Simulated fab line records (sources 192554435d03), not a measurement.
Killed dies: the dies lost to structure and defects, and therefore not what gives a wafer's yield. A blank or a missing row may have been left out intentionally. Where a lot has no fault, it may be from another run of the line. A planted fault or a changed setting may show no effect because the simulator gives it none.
Split-lot trial ; flow n5-finfet ; 39 wafers read from 7 lots, route of 1938 steps

SPLIT DETAILS
At N5_MOL_CONTACT_COAG_ALD_133 (deposits SiO2, target thk 5 nm, pulse time 1 s, co reactant pulse time 1 s), the setting ald-cycles was moved away from the recipe's 35 on 12 of the 39 wafers read, by -54.3% to +34.3%. The other wafers ran this setting at the recipe's value.

The reading is taken at the split's own step.

THE READING
SiO2_of_MOL_CONTACT_COAG_ALD_133.thk-nm (the simulator's own value, which no gauge read), in nm, at N5_MOL_CONTACT_COAG_ALD_133 (deposits SiO2, target thk 5 nm, pulse time 1 s, co reactant pulse time 1 s). No usual value for it is given in the file.

wafer;tool, chamber at the split;ald-cycles as run;against the recipe;SiO2_of_MOL_CONTACT_COAG_ALD_133.thk-nm, nm;against lot-mates on the recipe
L075.1;ald-sin-01, 2,0,3,1,0,1;35;recipe;5;-
L075.2;ald-sin-01, 2,0,3,1,0,1;35;recipe;5;-
L075.3;ald-sin-01, 2,0,3,1,0,1;35;recipe;5;-
L075.4;ald-sin-01, 2,0,3,1,0,1;35;recipe;5;-
L075.5;ald-sin-01, 2,0,3,1,0,1;35;recipe;5;-
L075.6;ald-sin-01, 2,0,3,1,0,1;35;recipe;5;-
L084.1;ald-sin-04, 0,3,2,1,0,1;35;recipe;5;-
L084.2;ald-sin-04, 0,3,2,1,0,1;35;recipe;5;-
L084.3;ald-sin-04, 0,3,2,1,0,1;35;recipe;5;-
L084.4;ald-sin-04, 0,3,2,1,0,1;35;recipe;5;-
L084.5;ald-sin-04, 0,3,2,1,0,1;35;recipe;5;-
L084.6;ald-sin-04, 0,3,2,1,0,1;35;recipe;5;-
L086.1;ald-sin-01, 1,0,3;35;recipe;5;-
L086.2;ald-sin-01, 1,0,3;35;recipe;5;-
L086.3;ald-sin-01, 1,0,3;35;recipe;5;-
L087.1;ald-sin-01, 2,1,3;35;recipe;5;-
L087.2;ald-sin-01, 2,1,3;35;recipe;5;-
L087.3;ald-sin-01, 2,1,3;35;recipe;5;-
L087.4;ald-sin-01, 0,3,2;45;+28.6%;6.4;+1.4
L087.5;ald-sin-01, 0,3,2;45;+28.6%;6.4;+1.4
L087.6;ald-sin-01, 0,3,2;45;+28.6%;6.4;+1.4
L088.1;ald-sin-01, 1,0,3;47;+34.3%;6.8;+1.8
L088.2;ald-sin-01, 1,0,3;47;+34.3%;6.8;+1.8
L088.3;ald-sin-01, 1,0,3;47;+34.3%;6.8;+1.8
L088.4;ald-sin-01, 2,3,2;35;recipe;5;-
L088.5;ald-sin-01, 2,3,2;35;recipe;5;-
L088.6;ald-sin-01, 2,3,2;35;recipe;5;-
L089.1;ald-sin-02, 0,3,2;24;-31.4%;3.4;-1.6
L089.3;ald-sin-02, 0,3,2;24;-31.4%;3.4;-1.6
L089.4;ald-sin-02, 0,3,2;24;-31.4%;3.4;-1.6
L089.2;ald-sin-02, 1,0,1;35;recipe;5;-
L089.5;ald-sin-02, 1,0,1;35;recipe;5;-
L089.6;ald-sin-02, 1,0,1;35;recipe;5;-
L090.1;ald-sin-04, 2,3,0;16;-54.3%;2.2;-2.8
L090.3;ald-sin-04, 2,3,0;16;-54.3%;2.2;-2.8
L090.6;ald-sin-04, 2,3,0;16;-54.3%;2.2;-2.8
L090.2;ald-sin-04, 0,1,3;35;recipe;5;-
L090.4;ald-sin-04, 0,1,3;35;recipe;5;-
L090.5;ald-sin-04, 0,1,3;35;recipe;5;-
Rows listing several chambers each stand for several wafers; the file does not say which wafer went through which chamber.

THE FIT
A straight line over all 39 wafers: SiO2_of_MOL_CONTACT_COAG_ALD_133.thk-nm changes by +0.0513 nm for each +1% of ald-cycles; r = +1.00; the points scatter about the line by 0.023 nm.
The same after taking each lot's own level away (the mean of its wafers on the recipe; 39 wafers): +0.0513 nm for each +1%; r = +1.00; scatter 0.023 nm.
The reading moves by 2.8 nm for the largest change in ald-cycles, on that fit.
The lots' own levels span 5.00 to 5.00 nm.
The two slopes are in agreement: the lot-to-lot level therefore moves the slope only a little.
Check: with one of the wafers moved furthest among these (-54.3%) left out of the fit, the line predicts -2.78 nm for it against its lot-mates. Against them it came out at -2.8 nm.

ADDITIONAL SPLITS CARRIED BY THESE WAFERS
Before the reading, these wafers also passed through other splits. Each is held against what the fit with the lots' levels taken away leaves over:
other split on the same wafers;wafers away from the commonest value;r with SiO2_of_MOL_CONTACT_COAG_ALD_133.thk-nm (lot level and that fit taken away)
N5_FIN_SAQP_SPACER1_ALD_24 ald-cycles;15;-0.19
N5_DUMMY_GATE_CVD_03 time-s;30;+0.36
N5_HKMG_FIN_HK_ALD_01 ald-cycles;12;-0.25

FILE'S OWN FIT
SiO2_of_MOL_CONTACT_COAG_ALD_133.thk-nm changes by +0.0513 nm for each +1% of ald-cycles, r = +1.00.
